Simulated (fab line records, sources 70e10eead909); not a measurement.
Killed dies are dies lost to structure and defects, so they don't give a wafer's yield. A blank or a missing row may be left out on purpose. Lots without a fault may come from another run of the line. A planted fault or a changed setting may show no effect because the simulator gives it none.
fab line records | flow nand_harc
record lots=6 wafers=18 last_day=23
route steps=1159 shown P_GATE@133 END@1159
lots that met no fault: from a run of the same line without faults
start_h: hours from the record's first day to the start of the lot's first wafer shown | wait_h: hours since the lot's step before | " the same as in the row above | L1.1+2: a row that stands for several wafers | - no value, or no start given | * or withheld: withheld | < > ~ a bound
route shown NAME@n: a module of which the file shows steps, and the number in the route of the first | usual: mean/standard deviation of fault-free wafers | same: alike in all rows | chamber/n: place in a boat | sites: the reading at each site | _std_site: their standard deviation | _edge_site: outer sites' mean less inner sites' | radius_mm: how far each site lies from the wafer's centre | mask NAME#n: copy n | behind: the tool/chamber that last shaped the wafer | hold: why the lot was held/for how many hours/how that ended | device: the transistor (n, p or np) that didn't switch | end of line: the same wafers' tests at the end of the route | a step without rows: its recipe alone | killed: dies lost to structure and defects at the first sort, not the wafer's yield | map: a wafer's dies, x killed, . not, _ none there
set.NAME: the setting as run; set.NAME@STEP: as run at that earlier step | model.NAME: the simulator's own value behind a step, which no gauge read
lots at some steps of the route; a table a step, a row a wafer
services: from which hour (start_h, from the record's first day; less than 0 if before it) a tool's chamber was out of use, for how many hours, and why
## steps
# step NHARC_P_GATE_DEHYDRATE_18
# recipe temp_c=150 time_s=120
# step NHARC_P_GATE_HMDS_19
# recipe time_s=30
# step NHARC_P_GATE_COAT_20
# recipe spin_rpm=1500 resist_thk_nm=90
# step NHARC_P_GATE_SOFTBAKE_21
# recipe temp_c=105 time_s=55
# step NHARC_P_GATE_EBR_22
# step NHARC_P_GATE_EXPOSE_23
# recipe na=1.35 target_cd_nm=120 dose_mj=93.91 mask_id=P_GATE
# step NHARC_P_GATE_PEB_24
# recipe peb_temp_c=100 peb_time_s=65
# step NHARC_P_GATE_DEVELOP_25
# recipe develop_time_s=35 dev_temp_c=23
# step NHARC_P_GATE_CD_MEAS_26
# recipe target_cd_nm=120 landing_energy_ev=500
# usual cd_nm=119.8/0.6
# columns lot.wafer tool chamber start_h wait_h cd_nm
L304.3 cd_sem-02 0 91.74 - 118.9
L304.4 " 0 " " 120.3
L304.5 " 0 " " 119.2
L310.3 cd_sem-02 0 132.50 - 120.1
L310.4 " 0 " " 120.7
L310.6 " 0 " " 120.6
L312.1 cd_sem-02 0 138.07 - 120.6
L312.3 " 0 " " 119.7
L312.4 " 0 " " 120.1
L320.2 cd_sem-03 0 187.09 - 119.5
L320.4 " 0 " " 119.6
L320.5 " 0 " " 120.0
L321.2 cd_sem-02 0 197.83 - 119.2
L321.4 " 0 " " 120.1
L321.6 " 0 " " 119.8
L322.4 cd_sem-03 0 198.10 - 119.2
L322.5 " 0 " " 120.0
L322.6 " 0 " " 119.7
# step NHARC_P_GATE_OVL_MEAS_27
# usual overlay_x_nm=-0.1/0.83 overlay_y_nm=0.3/0.9
# columns lot.wafer tool chamber start_h wait_h overlay_x_nm overlay_y_nm
L304.3 overlay-02 - 91.83 - -0.6 1.1
L304.4 " - " " -0.2 1.8
L304.5 " - " " 0.0 1.1
L310.3 overlay-01 - 132.59 - -0.6 0.2
L310.4 " - " " -0.1 0.1
L310.6 " - " " -0.8 0.2
L312.1 overlay-01 - 138.15 - 0.5 -0.3
L312.3 " - " " 0.3 0.0
L312.4 " - " " 0.2 0.2
L320.2 overlay-01 - 187.18 - 0.1 1.2
L320.4 " - " " 0.1 0.7
L320.5 " - " " 0.6 1.1
L321.2 overlay-01 - 197.91 - -0.1 -1.0
L321.4 " - " " -0.3 -0.8
L321.6 " - " " -0.2 -0.9
L322.4 overlay-02 - 198.19 - 0.5 -0.3
L322.5 " - " " -0.3 -0.5
L322.6 " - " " 0.4 -0.4
# step NHARC_P_GATE_INSPECT_28
# usual raw_defect_count=6/3.2
# columns lot.wafer tool chamber start_h wait_h raw_defect_count
L304.3 defect_inspect-02 - 91.86 0.0 1
L304.4 " - " " 4
L304.5 " - " " 10
L310.3 defect_inspect-02 - 132.62 0.0 5
L310.4 " - " " 6
L310.6 " - " " 5
L312.1 defect_inspect-02 - 138.19 0.0 11
L312.3 " - " " 9
L312.4 " - " " 15
L320.2 defect_inspect-01 - 187.21 0.0 5
L320.4 " - " " 2
L320.5 " - " " 4
L321.2 defect_inspect-01 - 197.96 0.1 4
L321.4 " - " " 6
L321.6 " - " " 9
L322.4 defect_inspect-02 - 198.22 0.0 10
L322.5 " - " " 3
L322.6 " - " " 5
# step NHARC_P_GATE_DESCUM_31
# recipe time_s=3 o2_flow_sccm=200 ar_flow_sccm=0 bias_power_w=0 chemistry=O2
# step NHARC_P_GATE_ETCH_104
# recipe target_depth_a=600 time_s=withheld cf4_flow_sccm=100 chf3_flow_sccm=30 ar_flow_sccm=0 rf_w=500 bias_w=200 chemistry=CF4/CHF3
# usual drypump_motor_current_A=5.7/0.41 oes_product_au=0.946/0.021 rf_fwd_power_W=492.4/2.7 rf_vpp_V=370.2/2.2 showerhead_plenum_p_Torr=1.56/0.059 throttle_valve_pct=16.802/0.0086
# columns lot.wafer tool chamber start_h wait_h drypump_motor_current_A oes_product_au rf_fwd_power_W rf_vpp_V showerhead_plenum_p_Torr throttle_valve_pct
L304.4 rie_diel-03 3 92.08 0.1 5.6 0.941 496.2 367.3 1.48 16.799
L304.3 " 1 " " 5.7 0.945 491.1 370.9 1.61 16.798
L304.5 " 2 " " 5.3 0.936 495.2 369.2 1.50 16.784
L310.3 rie_diel-12 2 132.84 0.1 5.5 0.918 495.5 371.8 1.59 16.814
L310.4 " 3 " " 4.7 0.922 491.9 368.1 1.54 16.812
L310.6 " 2 " " 5.5 0.910 498.0 372.1 1.59 16.799
L312.1 rie_diel-12 2 138.34 0.1 5.4 0.961 494.6 372.8 1.58 16.811
L312.3 " 3 " " 4.7 0.984 490.7 369.7 1.54 16.805
L312.4 " 0 " " 5.8 0.981 493.2 370.8 1.58 16.811
L320.2 rie_diel-03 0 187.36 0.1 6.3 0.980 488.8 370.5 1.53 16.811
L320.4 " 3 " " 5.6 0.966 493.9 366.9 1.48 16.807
L320.5 " 0 " " 6.3 0.982 487.7 368.2 1.53 16.804
L321.2 rie_diel-03 1 198.14 0.1 5.7 0.961 496.8 372.1 1.61 16.813
L321.4 " 3 " " 5.6 0.943 495.4 366.4 1.48 16.805
L321.6 " 2 " " 5.3 0.962 492.8 368.9 1.50 16.807
L322.4 rie_diel-12 2 198.75 0.4 5.4 0.917 495.5 370.9 1.58 16.793
L322.6 " 2 " " 5.4 0.921 495.3 370.3 1.58 16.796
L322.5 " 3 " " 4.7 0.913 491.9 368.4 1.54 16.786
# step NHARC_P_GATE_HM_OPEN_105
# recipe target_depth_a=3600 o2_flow_sccm=400 cos_flow_sccm=20 ar_flow_sccm=0 rf_w=500 bias_w=300 chemistry=O2/COS
# step NHARC_P_GATE_STRIP_106
# recipe o2_flow_sccm=400 cos_flow_sccm=20 ar_flow_sccm=0 bias_w=0 chemistry=O2/COS
# step NHARC_P_GATE_ETCH_114
# recipe target_depth_a=300 overetch_a=30 time_s=16.5 ion_energy_ev=100 cf4_flow_sccm=80 o2_flow_sccm=20 ar_flow_sccm=0 rf_w=300 bias_w=100 chemistry=CF4/O2
# usual drypump_motor_current_A=5.7/0.41 oes_product_au=1.002/0.0086 rf_fwd_power_W=294.2/1.6 rf_vpp_V=197.7/1.4 showerhead_plenum_p_Torr=1.33/0.051 throttle_valve_pct=13.398/0.0094
# columns lot.wafer tool chamber start_h wait_h drypump_motor_current_A oes_product_au rf_fwd_power_W rf_hours_counter_h rf_vpp_V showerhead_plenum_p_Torr throttle_valve_pct
L304.4 rie_diel-03 2 - - 5.3 0.999 294.4 10 196.2 1.27 13.390
L304.3 " 3 " " 5.6 0.996 296.4 10 197.3 1.25 13.399
L304.5 " 1 " " 5.7 1.006 293.3 - 200.1 1.37 13.404
L310.3 rie_diel-12 0 - - 5.8 0.994 296.5 32 197.8 1.34 13.397
L310.4 " 0 " " 5.8 0.998 296.3 - 199.3 1.34 13.402
L310.6 " 2 " " 5.5 1.004 296.5 - 196.6 1.35 13.403
L312.3 rie_diel-12 3 - - 4.7 0.990 293.0 40 196.9 1.31 13.405
L312.4 " 0 " " 5.8 0.989 294.1 35 199.1 1.34 13.417
L312.1 " 1 " " 6.0 0.986 290.9 36 197.5 1.40 13.411
L320.2 rie_diel-03 2 - - 5.3 1.004 294.4 27 195.0 1.27 13.400
L320.4 " 0 " " 6.3 0.988 291.1 25 197.6 1.30 13.390
L320.5 " 2 " " 5.3 1.007 295.4 - 196.5 1.27 13.380
L321.2 rie_diel-03 1 - - 5.7 1.003 293.0 24 197.5 1.37 13.404
L321.4 " 3 " " 5.6 0.998 297.2 27 196.1 1.25 13.412
L321.6 " 1 " " 5.7 0.991 293.2 - 199.0 1.37 13.406
L322.4 rie_diel-12 2 - - 5.5 1.005 297.4 57 197.3 1.34 13.395
L322.5 " 1 " " 6.0 0.997 292.6 - 198.6 1.39 13.404
L322.6 " 2 " " 5.4 1.012 296.9 - 196.6 1.34 13.391
# step NHARC_P_GATE_ETCH_32
# recipe target_depth_a=1500 over_etch_frac=1 over_etch_ion_energy_ev=40 time_s=100.1 hbr_flow_sccm=150 cl2_flow_sccm=50 rf_w=400 icp_w=400 bias_w=100 chemistry=HBr/Cl2
# step NHARC_P_GATE_STRIP_108
# recipe o2_flow_sccm=500 ar_flow_sccm=0 bias_w=0 chemistry=O2
# usual drypump_motor_current_A=5.7/0.4 oes_product_au=1.001/0.0091 rf_vpp_V=57.6/0.91 showerhead_plenum_p_Torr=3.48/0.13 throttle_valve_pct=17.037/0.0086
# columns lot.wafer tool chamber start_h wait_h drypump_motor_current_A oes_product_au rf_hours_counter_h rf_vpp_V showerhead_plenum_p_Torr throttle_valve_pct
L304.4 rie_diel-03 2 92.71 - 5.3 1.011 10 56.9 3.37 17.041
L304.3 " 1 " " 5.7 0.998 9 58.5 3.62 17.029
L304.5 " 2 " " 5.3 1.013 - 57.3 3.37 17.035
L310.3 rie_diel-03 1 134.09 - 5.8 1.001 16 58.4 3.61 17.026
L310.4 " 0 " " 6.3 0.988 16 57.0 3.43 17.033
L310.6 " 2 " " 5.3 0.998 - 58.0 3.36 17.032
L312.4 rie_diel-06 1 139.08 - 5.9 1.000 19 58.0 3.68 17.049
L312.3 " 2 " " 6.1 1.020 26 57.9 3.63 17.028
L312.1 " 0 " " 5.2 0.999 28 59.0 3.50 17.023
L320.4 rie_diel-03 1 187.91 - 5.7 1.008 23 58.5 3.61 17.023
L320.2 " 2 " " 5.4 1.008 27 56.7 3.36 17.036
L320.5 " 1 " " 5.7 0.996 - 58.1 3.61 17.033
L321.4 rie_diel-03 0 198.69 - 6.3 1.000 26 58.0 3.43 17.025
L321.2 " 2 " " 5.3 1.007 28 58.5 3.36 17.033
L321.6 " 0 " " 6.3 0.994 - 58.5 3.43 17.032
L322.4 rie_diel-03 3 199.39 - 5.6 1.000 28 57.1 3.31 17.031
L322.6 " 1 " " 5.7 0.998 - 58.4 3.61 17.044
L322.5 " 2 " " 5.3 1.016 - 58.4 3.36 17.038
# step NHARC_P_GATE_CD_MEAS_33
# usual cd_nm=119.6/2.2
# columns lot.wafer tool chamber start_h wait_h cd_nm
L304.3 cd_sem-01 - 92.89 - 119.6
L304.4 " - " " 115.8
L304.5 " - " " 119.3
L310.3 cd_sem-02 - 134.27 - 121.9
L310.4 " - " " 120.7
L310.6 " - " " 120.0
L312.1 cd_sem-01 - 139.25 - 118.8
L312.3 " - " " 118.8
L312.4 " - " " 123.7
L320.2 cd_sem-03 - 188.07 - 121.1
L320.4 " - " " 115.1
L320.5 " - " " 117.4
L321.2 cd_sem-03 - 198.85 - 118.6
L321.4 " - " " 122.0
L321.6 " - " " 117.5
L322.4 cd_sem-03 - 199.54 - 121.2
L322.5 " - " " 120.6
L322.6 " - " " 115.1
# step NHARC_P_GATE_STRIP_35
# recipe time_s=600 temp_c=130 chemistry=SPM
# step NHARC_P_GATE_PRECLEAN_73
# recipe time_s=* temp_c=50 bath_age_min=0 chemistry=SC1
# step NHARC_P_GATE_SRD_74
# step NHARC_P_GATE_ALD_36
# recipe target_thk_a=200 pulse_time_s=60 ald_cycles=223 temp_c=400 material=SiNx
# usual heater_power_w=819/88 precursor_pulse_height_rel=1.001/0.02 susceptor_temp_C=400.02/0.24
# columns lot.wafer tool chamber start_h wait_h heater_power_w precursor_pulse_height_rel susceptor_temp_C
L304.4 ald_sin-04 1 93.42 - 801 0.986 400.05
L304.3 " 0 96.63 - 676 1.002 400.03
L304.5 " 2 98.77 - 974 1.002 400.24
L310.3 ald_sin-04 1 134.73 - 795 0.999 399.89
L310.4 " 0 137.87 - 679 0.995 400.41
L310.6 " 2 139.95 - 987 0.982 400.24
L312.1 ald_sin-02 0 139.71 - 778 1.020 400.10
L312.4 " 1 140.78 - 905 0.997 400.41
L312.3 " 2 141.85 - 774 1.031 399.84
L320.2 ald_sin-02 1 190.66 - 933 0.992 399.82
L320.4 " 2 191.72 - 790 1.027 399.72
L320.5 " 3 192.78 - 893 0.974 399.75
L321.2 ald_sin-04 2 199.31 - 989 1.012 399.82
L321.4 " 2 203.52 - 1006 0.999 399.45
L321.6 " 3 204.92 - 774 1.015 399.62
L322.4 ald_sin-02 1 201.05 - 948 1.016 400.19
L322.5 " 0 204.23 - 772 1.005 399.93
L322.6 " 1 205.29 - 926 1.009 400.51
# step NHARC_P_GATE_ETCHBACK_37
# recipe target_depth_a=345 time_s=17.2 chf3_flow_sccm=50 o2_flow_sccm=10 ar_flow_sccm=200 rf_w=500 bias_w=200 chemistry=CHF3/O2
# step NHARC_P_GATE_STRIP_101
# recipe time_s=20 o2_flow_sccm=500 ar_flow_sccm=0 bias_w=0 chemistry=O2
# usual drypump_motor_current_A=5.7/0.43 oes_product_au=1.002/0.01 rf_vpp_V=57.7/0.84 showerhead_plenum_p_Torr=3.51/0.12 throttle_valve_pct=17.036/0.0082
# columns lot.wafer tool chamber start_h wait_h drypump_motor_current_A oes_product_au rf_hours_counter_h rf_vpp_V showerhead_plenum_p_Torr throttle_valve_pct
L304.4 rie_diel-03 0 103.11 0.1 6.3 0.988 11 57.7 3.44 17.034
L304.3 " 2 " " 5.4 1.001 11 57.1 3.37 17.031
L304.5 " 0 " " 6.2 1.005 - 57.8 3.44 17.029
L310.4 rie_diel-12 0 144.32 0.1 5.9 1.003 36 57.8 3.54 17.048
L310.3 " 2 " " 5.5 0.995 39 58.4 3.55 17.037
L310.6 " 0 " " 5.8 0.997 - 56.1 3.54 17.025
L312.4 rie_diel-12 1 149.52 0.2 6.0 0.984 39 57.7 3.68 17.024
L312.1 " 2 " " 5.5 0.998 40 58.2 3.55 17.036
L312.3 " 3 " " 4.7 1.002 42 58.0 3.46 17.040
L320.2 rie_diel-03 0 198.18 0.1 6.3 0.999 26 57.6 3.43 17.043
L320.4 " 3 " " 5.6 0.998 27 57.4 3.31 17.030
L320.5 " 1 " " 5.7 1.009 - 58.8 3.61 17.038
L322.4 rie_diel-06 0 209.62 0.1 5.2 1.014 53 58.8 3.48 17.035
L322.6 " 2 " " 6.1 1.017 - 57.5 3.62 17.051
L322.5 " 3 " " 6.1 1.004 - 57.0 3.69 17.059
L321.2 rie_diel-03 1 211.00 0.1 5.7 0.992 27 57.2 3.60 17.038
L321.4 " 3 " " 5.6 0.994 30 58.0 3.31 17.032
L321.6 " 1 " " 5.7 1.006 - 57.0 3.61 17.034
# step NHARC_P_GATE_PRECLEAN_97
# recipe time_s=600 temp_c=120 chemistry=SPM
# step NHARC_P_GATE_SRD_98
# step NHARC_P_GATE_PRECLEAN_99
# recipe time_s=* temp_c=50 bath_age_min=0 chemistry=SC1
# step NHARC_P_GATE_SRD_100
# step NHARC_P_GATE_DEHYDRATE_38
# recipe temp_c=150 time_s=120
# step NHARC_P_GATE_HMDS_39
# recipe time_s=30
# step NHARC_P_GATE_COAT_40
# recipe spin_rpm=3000
# step NHARC_P_GATE_SOFTBAKE_41
# recipe temp_c=122 time_s=95
# step NHARC_P_GATE_EBR_42
# step NHARC_P_GATE_EXPOSE_43
# recipe na=0.6 target_cd_nm=720 dose_mj=14.81 mask_id=P_NSD
# step NHARC_P_GATE_PEB_44
# recipe peb_temp_c=118 peb_time_s=85
# step NHARC_P_GATE_DEVELOP_45
# recipe time_s=70
# step NHARC_P_GATE_CD_MEAS_46
# recipe target_cd_nm=720 landing_energy_ev=500
# usual cd_nm=719.3/1.5
# columns lot.wafer tool chamber start_h wait_h cd_nm
L304.3 cd_sem-02 0 104.04 - 721.2
L304.4 " 0 " " 719.0
L304.5 " 0 " " 718.3
L310.3 cd_sem-01 0 145.13 - 718.3
L310.4 " 0 " " 721.2
L310.6 " 0 " " 721.5
L312.1 cd_sem-03 0 150.44 - 718.3
L312.3 " 0 " " 720.0
L312.4 " 0 " " 719.0
L320.2 cd_sem-03 0 199.11 - 716.0
L320.4 " 0 " " 718.4
L320.5 " 0 " " 718.9
L322.4 cd_sem-02 0 210.54 - 721.8
L322.5 " 0 " " 720.4
L322.6 " 0 " " 720.7
L321.2 cd_sem-02 0 211.92 - 718.6
L321.4 " 0 " " 719.5
L321.6 " 0 " " 717.7
# step NHARC_P_GATE_HARDBAKE_47
# recipe temp_c=125 time_s=80
# step NHARC_P_GATE_DESCUM_48
# recipe time_s=3 o2_flow_sccm=200 ar_flow_sccm=0 bias_power_w=0 chemistry=O2
# usual drypump_motor_current_A=5.7/0.41 oes_product_au=1.003/0.01 rf_vpp_V=57.9/0.8 showerhead_plenum_p_Torr=1.90/0.077 throttle_valve_pct=11.310/0.0085
# columns lot.wafer tool chamber start_h wait_h drypump_motor_current_A oes_product_au rf_hours_counter_h rf_vpp_V showerhead_plenum_p_Torr throttle_valve_pct
L304.3 rie_diel-12 2 104.19 - 5.5 1.013 27 58.4 1.93 11.320
L304.4 " 1 " " 6.0 0.978 25 57.4 2.01 11.302
L304.5 " 2 " " 5.4 1.006 - 57.4 1.93 11.306
L310.3 rie_diel-06 1 145.28 - 5.8 1.005 21 59.3 2.00 11.318
L310.4 " 0 " " 5.2 1.007 30 58.4 1.89 11.315
L310.6 " 2 " " 6.1 1.016 - 59.2 1.97 11.319
L312.1 rie_diel-03 3 150.60 - 5.6 1.014 21 57.0 1.79 11.309
L312.3 " 2 " " 5.3 1.008 21 57.0 1.82 11.308
L312.4 " 0 " " 6.2 1.002 - 57.2 1.86 11.316
L320.4 rie_diel-06 3 199.29 - 6.1 0.991 46 57.9 2.01 11.307
L320.2 " 0 " " 5.2 1.004 49 58.8 1.89 11.315
L320.5 " 2 " " 6.2 1.028 - 58.1 1.97 11.325
L322.4 rie_diel-06 1 210.82 - 5.9 1.012 47 58.0 1.99 11.312
L322.6 " 2 " " 6.1 1.014 - 57.8 1.96 11.311
L322.5 " 3 " " 6.1 1.000 - 58.8 2.01 11.320
L321.4 rie_diel-03 2 212.08 - 5.3 1.005 31 57.2 1.81 11.303
L321.2 " 3 " " 5.6 0.994 30 59.0 1.79 11.309
L321.6 " 2 " " 5.3 1.007 - 56.4 1.81 11.308
# step NHARC_P_GATE_IMPLANT_49
# recipe energy_kev=30 dose_cm2=3e+15 tilt_deg=7
# step NHARC_P_GATE_STRIP_111
# recipe power_w=1500 temp_c=110 time_s=250 chemistry=N2/H2
# step NHARC_P_GATE_INSPECT_68
# usual raw_defect_count=211/77
# columns lot.wafer tool chamber start_h wait_h raw_defect_count
L304.3 defect_inspect-01 - 110.98 0.1 109
L304.4 " - " " 190
L304.5 " - " " 109
L310.3 defect_inspect-02 - 151.77 0.1 894
L310.4 " - " " 367
L310.6 " - " " 864
L312.1 defect_inspect-01 - 157.27 0.2 908
L312.3 " - " " 389
L312.4 " - " " 257
L320.2 defect_inspect-01 - 206.05 0.1 239
L320.4 " - " " 186
L320.5 " - " " 182
L322.4 defect_inspect-01 - 217.19 0.1 342
L322.5 " - " " 195
L322.6 " - " " 358
L321.2 defect_inspect-02 - 218.41 0.1 110
L321.4 " - " " 183
L321.6 " - " " 139
# step NHARC_END_SORT_01
# recipe temp_c=25
# usual killed_at_array=29/8.4 killed_at_other=0.7/1.2 killed_at_periphery=3.8/2.1 killed_dies=33/9 killed_open=3.4/2 killed_short=2.1/1.4
# same gross_dies=677
# columns lot.wafer tool chamber start_h wait_h killed_at_array killed_at_other killed_at_periphery killed_dies killed_open killed_short
L312.1 prober-01 0 503.21 2.4 22 0 54 76 2 0
L310.3 prober-02 0 512.70 3.1 22 0 47 69 2 0
L310.6 prober-02 0 515.11 4.0 27 1 56 84 1 0
L320.2 prober-01 0 543.28 2.8 25 1 4 30 5 5
L320.4 prober-01 0 544.88 3.4 23 2 5 30 5 1
L320.5 prober-01 0 545.68 3.7 33 2 7 42 3 4
# killed by level:class
L312.1 P_GATE:unspecified=48 A_CHANNEL_HOLE_D1:chamber_film_flake=14 P_ZERO_WELL:chamber_film_flake=3 P_STI:chamber_film_flake=2 A_BONDPAD:chamber_film_flake=2 A_CHANNEL_FILL_D1:chamber_film_flake=2 A_SGD_CUT:geometric_particle:open=1 A_CONTACT:geometric_particle:open=1
L310.3 P_GATE:unspecified=46 A_SLIT:chamber_film_flake=12 A_CHANNEL_HOLE_D1:chamber_film_flake=4 A_STAIRCASE:chamber_film_flake=3 A_CONTACT:geometric_particle:open=2 P_CONTACT:chamber_film_flake=1 A_WL_FILL:chamber_film_flake=1
L310.6 P_GATE:unspecified=54 A_SLIT:chamber_film_flake=14 A_CHANNEL_HOLE_D1:chamber_film_flake=6 A_CHANNEL_FILL_D1:chamber_film_flake=2 A_WL_FILL:chamber_film_flake=2 A_CHANNEL_FILL_D1:geometric_particle:open=1 P_STI:chamber_film_flake=1 P_CONTACT:chamber_film_flake=1
L320.2 A_CHANNEL_HOLE_D1:chamber_film_flake=15 A_ONON_D1:geometric_particle:short=2 A_STAIRCASE:chamber_film_flake=2 P_CONTACT:geometric_particle:short=1 P_M0:geometric_particle:open=1 A_CHANNEL_FILL_D1:geometric_particle:short=1 A_SLIT:geometric_particle:open=1 A_WL_FILL:geometric_particle:open=1
L320.4 A_CHANNEL_HOLE_D1:chamber_film_flake=14 A_CONTACT:chamber_film_flake=3 P_CONTACT:geometric_particle:open=2 THIN_TSV:chamber_film_flake=2 P_CONTACT:geometric_particle:short=1 P_M0:geometric_particle:open=1 A_WL_FILL:geometric_particle:open=1 A_BLC:geometric_particle:open=1
L320.5 A_CHANNEL_HOLE_D1:chamber_film_flake=24 P_GATE:chamber_film_flake=2 A_ZERO_WELL:chamber_film_flake=2 A_CONTACT:chamber_film_flake=2 THIN_TSV:chamber_film_flake=2 P_CONTACT:geometric_particle:short=1 P_CONTACT:geometric_particle:open=1 P_M1:geometric_particle:open=1
# map L310.6 (x killed, . not)
____________x____________
_________xxxxxxx_________
_______..xxxxxxxxx_______
______..xxxxxxxxxxx______
_____.....xxxxxxxxx._____
____......xxxxxxx....____
____........xxxxxxx..____
___..........x.xx.x...___
___.......x...........___
__.........x...........__
__.....x...x...........__
_......................._
_..x.....x.............._
_......................._
_...x......x............_
_.....................x._
.........................
.........................
...x.....................
.........................
.........x...............
_......................._
_......x.x.............._
_......................._
_......................._
_.....xxx..............._
__.x..x..........x.....__
__......xx.............__
___..xx.x.............___
___..xxx..............___
____............x....____
____.................____
_____..............._____
______...........x.______
_______..........._______
_________......._________
____________.____________
# map L312.1 (x killed, . not)
____________x____________
_________..xxxxx_________
_______.x.xxxxxxxx_______
______....xxxxxxxxx______
_____.......xxxxxxx._____
____......xxxxxxxx...____
____.x.....xxxxxx....____
___.....x.....x.......___
___...........x..x....___
__..x..................__
__........x............__
_......................._
_...................x..._
_x......................_
_......................._
_......................._
....................x....
.........................
..................x.x....
...................x.....
............x....x.xx.x..
_................xxx...._
_...............x....x.._
_....................x.._
_.................x....._
_....xx..x.............._
__....x.......x.....x..__
__.....................__
___...................___
___...................___
____.................____
____.................____
_____..............._____
______.............______
_______..........._______
_________......._________
____________.____________
## services
# columns tool chamber start_h hours kind
rie_diel-03 0 72.12 - clean
rie_diel-03 1 72.12 - clean
rie_diel-03 2 72.12 - clean
rie_diel-03 3 72.12 - clean
ald_sin-04 - 74.73 2.2 repair
ald_sin-04 3 81.83 2.1 repair
rie_diel-06 1 85.90 22.0 repair
rie_diel-12 0 92.83 6.9 repair
rie_diel-03 0 96.62 - clean
rie_diel-03 1 96.62 - clean
rie_diel-03 2 96.62 - clean
rie_diel-03 3 96.62 - clean
rie_diel-12 2 107.48 7.1 repair
rie_diel-03 0 121.12 - clean
rie_diel-03 1 121.12 - clean
rie_diel-03 2 121.12 - clean
rie_diel-12 1 132.48 4.0 repair
rie_diel-03 1 138.47 2.1 repair
rie_diel-06 0 147.70 5.0 repair
ald_sin-02 1 148.79 34.5 repair
rie_diel-03 1 150.11 13.0 repair
ald_sin-04 0 194.51 5.6 repair
ald_sin-04 - 196.83 0.5 repair
rie_diel-12 - 202.46 9.0 pm
## key
first_sign step=NHARC_P_GATE_INSPECT_68 reading=raw_defect_count direction=up sigmas=8.8 usual=211 struck=889
effect step=NHARC_END_SORT_01 reading=killed_at_periphery direction=up sigmas=23 usual=3.8 struck=52.3
more_kills_born_at NHARC_P_GATE_ETCH_104@rie_diel-12=147
met_at NHARC_P_GATE_ETCH_104
struck_wafers L310.3,L310.6,L312.1
tester_left_out L310,L312
fault kind=chamber_particle_source tool=rie_diel-12 chamber=2 onset_h=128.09 steps=NHARC_P_GATE_ETCH_104 rate_per_visit_cm2=1.1201 end_h=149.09
# tester_left_out: of these lots the tester's yield and bins aren't shown, on N5 and GAA mostly nor the transistor test; their killed dies are dies lost to structure and defects alone, not to doping, threshold or leakage, so they don't give the yield
